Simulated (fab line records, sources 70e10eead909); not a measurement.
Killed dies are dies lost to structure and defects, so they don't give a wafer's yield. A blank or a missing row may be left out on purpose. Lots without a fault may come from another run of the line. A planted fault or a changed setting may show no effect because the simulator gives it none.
Chamber matching | flow nand_harc | NHARC_A_M0_ETCH_34 on rie_diel-05: 4 sister chambers
The step etches the open film in N2/H2, target depth 40 nm, overetch 12 nm, time 43.94 s. 14 wafers are shown with their chamber, then 7 later ones without.

WAFERS WITH THEIR CHAMBER
wafer  | chamber | rf_vpp_V (V) | oes_product_au (a.u.) | throttle_valve_pct (%)
L081.2 | 1       | 427.1        | 1.010                 | 14.181
L081.3 | 3       | 429.7        | 0.990                 | 14.169
L081.5 | 1       | 426.2        | 1.009                 | 14.173
L084.2 | 0       | 432.1        | 0.992                 | 14.178
L084.4 | 1       | 427.3        | 1.003                 | 14.173
L084.6 | 2       | 428.8        | 0.998                 | 14.173
L088.1 | 1       | 426.4        | 1.002                 | 14.167
L088.5 | 2       | 427.7        | 1.003                 | 14.183
L088.6 | 3       | 428.3        | 0.999                 | 14.169
L091.1 | 2       | 427.9        | 0.996                 | 14.174
L091.2 | 1       | 426.3        | 1.015                 | 14.162
L091.3 | 0       | 431.0        | 1.007                 | 14.160
L090.3 | 1       | 427.0        | 1.007                 | 14.173
L090.4 | 0       | 431.0        | 1.000                 | 14.158

SIGNATURES (means of the wafers above)
reading            | chamber 0 | chamber 1 | chamber 2 | chamber 3 | scatter within a chamber
rf_vpp_V           | 431.367   | 426.717   | 428.133   | 429.000   | 0.598
oes_product_au     | 0.99967   | 1.00767   | 0.99900   | 0.99450   | 0.00543
throttle_valve_pct | 14.16533  | 14.17150  | 14.17667  | 14.16900  | 0.00715
Rule: a wafer's distance from a chamber is the root of the sum, over the readings, of the square of ((its reading less the chamber's mean) divided by the reading's scatter). The wafer belongs to the nearest chamber; if the next one is less than 2 further off, it can't be placed. The scatter: the root of (the sum of the squares of (reading less its chamber's mean) over the shown wafers, divided by (wafers less chambers)).

WAFERS WITHOUT THEIR CHAMBER
wafer  | rf_vpp_V (V) | oes_product_au (a.u.) | throttle_valve_pct (%)
L090.6 | 430.4        | 0.987                 | 14.175
L092.3 | 426.9        | 1.002                 | 14.155
L092.4 | 424.5        | 1.004                 | 14.175
L092.5 | 428.4        | 0.996                 | 14.176
L093.2 | 431.7        | 1.005                 | 14.185
L093.3 | 427.1        | 1.007                 | 14.162
L093.5 | 427.5        | 1.003                 | 14.175

WHICH CHAMBER EACH WENT THROUGH
wafer  | from the rows above          | in truth
L090.6 | can't be placed: 3 or 0 or 2 | 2
L092.3 | can't be placed: 1 or 2 or 3 | 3
L092.4 | 1                            | 1
L092.5 | can't be placed: 2 or 3      | 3
L093.2 | 0                            | 0
L093.3 | can't be placed: 1 or 2      | 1
L093.5 | can't be placed: 2 or 1 or 3 | 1
Placed correctly: 2 of 7. Can't be placed from these rows: 5 (the true chamber is among the candidates in 5). Placed wrongly: 0.
